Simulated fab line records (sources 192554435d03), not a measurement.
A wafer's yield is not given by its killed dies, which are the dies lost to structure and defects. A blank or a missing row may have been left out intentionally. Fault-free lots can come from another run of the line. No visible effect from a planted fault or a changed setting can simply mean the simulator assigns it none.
Which tool was responsible?	flow n5-finfet	9 lots, 27 wafers sampled, at 6 steps of a route of 1938

WHAT THE GAUGES READ, wafer by wafer
N5_SD_ACTIVATION_RS_MEAS_03: measures by four-point-probe.
lot	measured	on	RS_SD_N (ohm/sq)	RS_SD_P (ohm/sq)
L855	day 3 14:08	film-metro-01	21.5 21.5 21.8	55.1 55.2 54.7
L857	day 4 01:50	film-metro-02	22.5 22.5 22.6	54.9 56.0 55.4
L859	day 4 11:52	film-metro-01	22.0 22.0 22.1	55.3 54.9 55.0
L863	day 5 10:28	film-metro-02	22.5 22.1 21.8	55.9 55.2 55.4
L864	day 5 16:17	film-metro-02	21.9 22.3 22.2	355.8 350.1 354.3
L865	day 5 21:43	film-metro-02	22.1 22.1 22.0	369.8 369.0 365.1
L866	day 6 07:44	film-metro-02	22.3 21.7 21.9	54.7 56.0 55.1
L877	day 8 23:03	film-metro-01	22.0 22.1 22.0	55.1 55.1 55.3
L878	day 9 04:06	film-metro-02	22.3 22.1 22.1	56.3 54.9 54.9

N5_BEOL_M4_RC_MEAS_101.
lot	measured	on	DIBL_N (mV/V)	DIBL_P (mV/V)	IOFF_N (nA/um)	IOFF_P (nA/um)	IOFF_P_85C (nA/um)	IOFF_P_LIN (nA/um)	ION_N (uA/um)	ION_P (uA/um)	RC_DENSE_P (ohm.um)	RC_P (ohm.um)	REXT_P (ohm.um)	RS_SD_P (ohm/sq)	SS_N (mV/dec)	SS_P (mV/dec)	VT_N (mV)	VT_P (mV)	VT_P_LVT (mV)
L855	day 9 11:10	prober-01	39.2 37.5 33.2	40.5 39.0 32.6	0.22 0.17 0.10	0.34 0.29 0.18	5.4 4.7 3.2	0.147 0.129 0.094	686 677 646	483 471 455	23.7 24.3 23.8	19.4 19.7 19.3	97.8 98.0 98.1	63.9 64.5 63.8	71.1 71.0 69.9	74.5 73.9 72.5	243 247 255	-239 -244 -252	-91.4 -94.5 -99.7
L857	day 10 02:23	prober-02	37.3 33.2 34.2	37.3 32.7 34.5	0.16 0.11 0.13	0.25 0.18 0.20	4.3 3.2 3.6	0.119 0.093 0.101	690 685 676	480 474 477	23.0 23.5 23.2	18.9 19.1 18.9	99.8 99.2 99.6	65.4 65.7 64.6	71.2 70.0 70.5	73.6 72.5 72.5	248 253 251	-247 -250 -249	-97.0 -99.4 -97.7
L859	day 9 15:41	prober-02	36.5 34.4 33.4	36.7 34.7 32.6	0.15 0.12 0.11	0.19 0.16 0.14	3.4 2.9 2.6	0.087 0.079 0.070	653 667 650	448 453 442	24.1 24.9 24.0	19.7 19.9 19.4	102.6 103.6 103.4	64.4 64.9 65.0	71.6 71.0 70.7	73.3 72.7 71.6	254 254 257	-258 -257 -257	-103.3 -104.4 -105.8
L863	day 10 22:46	prober-01	36.2 36.9 35.3	36.5 37.1 35.5	0.14 0.16 0.13	0.21 0.23 0.20	3.6 3.8 3.5	0.098 0.106 0.098	674 673 674	459 467 465	24.2 22.6 23.7	19.7 18.6 19.4	101.7 100.3 101.4	65.8 65.3 65.2	71.4 71.7 71.0	73.3 74.2 73.5	256 251 251	-252 -245 -250	-102.3 -99.9 -101.5
L864	day 11 09:17	prober-02	36.3 37.3 36.5	26.8 27.7 27.8	0.15 0.16 0.16	0.07 0.08 0.07	1.4 1.6 1.5	0.043 0.046 0.045	678 659 681	328 322 324	92.4 93.6 96.4	75.9 76.4 78.2	397.1 391.5 398.5	373.9 365.3 374.4	71.1 71.4 71.4	71.4 71.9 71.8	252 250 247	-268 -265 -267	-117.3 -116.1 -117.1
L865	day 11 17:17	prober-02	34.1 33.8 33.7	23.2 22.5 22.3	0.13 0.12 0.12	0.06 0.05 0.05	1.2 1.2 1.2	0.038 0.037 0.036	650 656 642	309 313 303	99.9 103.8 101.0	80.9 84.4 81.8	411.7 410.7 409.9	379.5 382.6 389.6	71.7 71.4 71.3	70.8 70.9 70.8	254 256 258	-270 -269 -268	-118.8 -119.5 -120.3
L866	day 11 14:56	prober-01	32.7 36.4 33.4	34.8 38.2 34.6	0.12 0.18 0.12	0.18 0.23 0.18	3.2 3.8 3.2	0.093 0.107 0.090	655 670 665	459 466 460	23.5 23.3 22.4	19.3 19.1 18.2	98.7 98.8 98.4	65.2 65.8 65.3	70.9 72.2 71.6	72.7 73.1 72.6	252 249 253	-252 -249 -252	-100.8 -98.2 -100.7
L877	day 14 07:49	prober-02	38.0 39.0 37.8	37.2 39.1 36.6	0.19 0.23 0.18	0.26 0.31 0.25	4.3 4.9 4.2	0.120 0.133 0.116	699 682 674	472 467 463	24.3 24.2 24.5	19.8 20.0 20.0	103.2 105.0 102.8	64.4 64.5 64.8	71.8 71.8 72.4	73.5 74.1 73.6	249 245 248	-244 -244 -245	-94.9 -93.2 -94.8
L878	day 14 16:10	prober-01	37.0 36.8 38.7	38.4 38.0 39.6	0.17 0.17 0.20	0.22 0.24 0.26	3.9 4.1 4.3	0.104 0.109 0.113	674 676 694	467 459 470	24.1 23.2 25.2	19.6 19.0 20.5	102.0 99.8 100.9	66.6 64.7 65.1	71.4 72.2 72.2	73.3 74.1 73.6	251 248 249	-250 -248 -248	-97.6 -96.4 -96.3

TOOL THAT RAN EACH LOT (tool first, then ch and the chambers of the sampled wafers, then the start)
lot	N5_SD_EPI_P_SD_RECESS_17	N5_SD_EPI_P_EPI_21	N5_ILD0_CMP_07	N5_ILD0_CMP_12
L855	rie-si-01 ch 2,3, day 3 10:38	epi-rpcvd-03 ch 0, day 3 11:40	cmp-04 ch 0,1, day 3 17:34	cmp-02 ch 0,1,2, day 3 20:51
L857	rie-si-04 ch 0,1,2, day 3 22:18	epi-rpcvd-03 ch 0, day 3 23:20	cmp-04 ch 0,1, day 4 04:51	cmp-04 ch 0,2,3, day 4 08:09
L859	rie-si-03 ch 1,2,3, day 4 08:23	epi-rpcvd-02 ch 0, day 4 09:03	cmp-04 ch 1,2,3, day 4 15:10	cmp-04 ch 1,2,3, day 4 18:35
L863	rie-si-01 ch 1,2,3, day 5 06:57	epi-rpcvd-03 ch 0, day 5 08:20	cmp-02 ch 0,1,2, day 5 13:35	cmp-02 ch 1,2, day 5 17:48
L864	rie-si-01 ch 1,2, day 5 12:47	epi-rpcvd-03 ch 0, day 5 13:49	cmp-01 ch 0,2,3, day 5 19:21	cmp-04 ch 0,1,3, day 5 22:40
L865	rie-si-03 ch 0,1,2, day 5 18:13	epi-rpcvd-03 ch 0, day 5 18:53	cmp-01 ch 1,2, day 6 00:45	cmp-01 ch 1,3, day 6 04:00
L866	rie-si-04 ch 0,1,3, day 6 03:16	epi-rpcvd-04 ch 0, day 6 05:29	cmp-04 ch 2,3, day 6 10:52	cmp-02 ch 2,3, day 6 14:15
L877	rie-si-03 ch 0,1,2, day 8 19:32	epi-rpcvd-03 ch 0, day 8 20:34	cmp-01 ch 0,1, day 9 02:40	cmp-01 ch 0,1,3, day 9 06:04
L878	rie-si-04 ch 0,1,2, day 9 00:31	epi-rpcvd-02 ch 0, day 9 01:54	cmp-02 ch 0,3, day 9 07:07	cmp-02 ch 0,2, day 9 10:22
- N5_SD_EPI_P_SD_RECESS_17: chemistry HBr/Cl2/O2, target depth 39.1 nm, bt time 3 s.
- N5_SD_EPI_P_EPI_21: deposits SiGe:B, time 355 s.
- N5_ILD0_CMP_07: polishes SiO2 flowable, stops on poly-Si, t overpolish 1.18 s, target thk 138.88 nm.
- N5_ILD0_CMP_12: polishes SiNx, stops on poly-Si, t overpolish 6 s, target thk 17.67 nm.

AS READ BY THE TOOLS THEMSELVES (means over the sampled wafers that have a number; for cases with no such wafer, the mark the record gives instead)
N5_SD_EPI_P_SD_RECESS_17.
lot	tool	drypump-motor-current-A (A)	oes-product-au (a.u.)	throttle-valve-pct (%)
L855	rie-si-01	6.1	0.982	37.2
L857	rie-si-04	6.2	1.024	37.1
L859	rie-si-03	6.2	0.996	37.1
L863	rie-si-01	5.6	0.987	36.9
L864	rie-si-01	5.8	0.984	36.9
L865	rie-si-03	5.8	0.991	36.9
L866	rie-si-04	6.0	1.010	37.2
L877	rie-si-03	5.8	0.989	37.0
L878	rie-si-04	6.2	1.018	37.2

N5_SD_EPI_P_EPI_21.
lot	tool	susceptor-temp-C (C)
L855	epi-rpcvd-03	549.77
L857	epi-rpcvd-03	550.30
L859	epi-rpcvd-02	549.94
L863	epi-rpcvd-03	550.10
L864	epi-rpcvd-03	550.16
L865	epi-rpcvd-03	549.79
L866	epi-rpcvd-04	549.65
L877	epi-rpcvd-03	549.54
L878	epi-rpcvd-02	550.18

N5_ILD0_CMP_07.
lot	tool	motor-current-A (A)
L855	cmp-04	12.5
L857	cmp-04	12.7
L859	cmp-04	12.9
L863	cmp-02	13.1
L864	cmp-01	13.0
L865	cmp-01	10.7
L866	cmp-04	12.6
L877	cmp-01	11.6
L878	cmp-02	14.3

N5_ILD0_CMP_12.
lot	tool	motor-current-A (A)	overpolish-run-s (s)	time-to-endpoint-s (s)
L855	cmp-02	9.5	6.006	28.9
L857	cmp-04	8.7	5.994	28.0
L859	cmp-04	9.5	5.998	28.5
L863	cmp-02	9.2	6.000	24.5
L864	cmp-04	8.7	6.003	27.1
L865	cmp-01	9.3	5.998	28.7
L866	cmp-02	9.4	6.001	24.5
L877	cmp-01	9.6	6.002	29.6
L878	cmp-02	9.7	5.995	26.6

THE ANSWER, worked out from the rows above alone
Rule: what is usual is taken from the lots themselves. The widest of any qualifying gaps counts: lots, ordered by their means at a reading, are off when they make up no more than a third of the lots, leave a main group of 4 or more, and stand apart from it by 3 or more times the standard deviation of that group's means. A main group whose means are all the same, to the digits that the tables above print for the reading, isn't used. A lot without any number at a reading at which 4 lots or more have one is off too. Where the step has rows for the other lots, those lots are counted as sound. First the gauges in route order, then the tools' own readings, where a lot's mean is used as printed above. The first step at which some lot is off is used, and at that step the reading that is off furthest; a lot without a number counts as furthest.
Off: L864, L865, at N5_SD_ACTIVATION_RS_MEAS_03 (RS_SD_P). Mean 55.3 ohm/sq and standard deviation 0.17 in the main group.
If a tool, at a process step before that reading, ran all the lots that are off and no sound lot after the first of them, it fits. Not tried: the gauges at N5_SD_ACTIVATION_RS_MEAS_03; whatever is off there is also off at N5_BEOL_M4_RC_MEAS_101, on other tools, and gauge error can't account for it. No candidate that was tried fits.

WHAT HAD BEEN PUT IN BY THE SIMULATOR
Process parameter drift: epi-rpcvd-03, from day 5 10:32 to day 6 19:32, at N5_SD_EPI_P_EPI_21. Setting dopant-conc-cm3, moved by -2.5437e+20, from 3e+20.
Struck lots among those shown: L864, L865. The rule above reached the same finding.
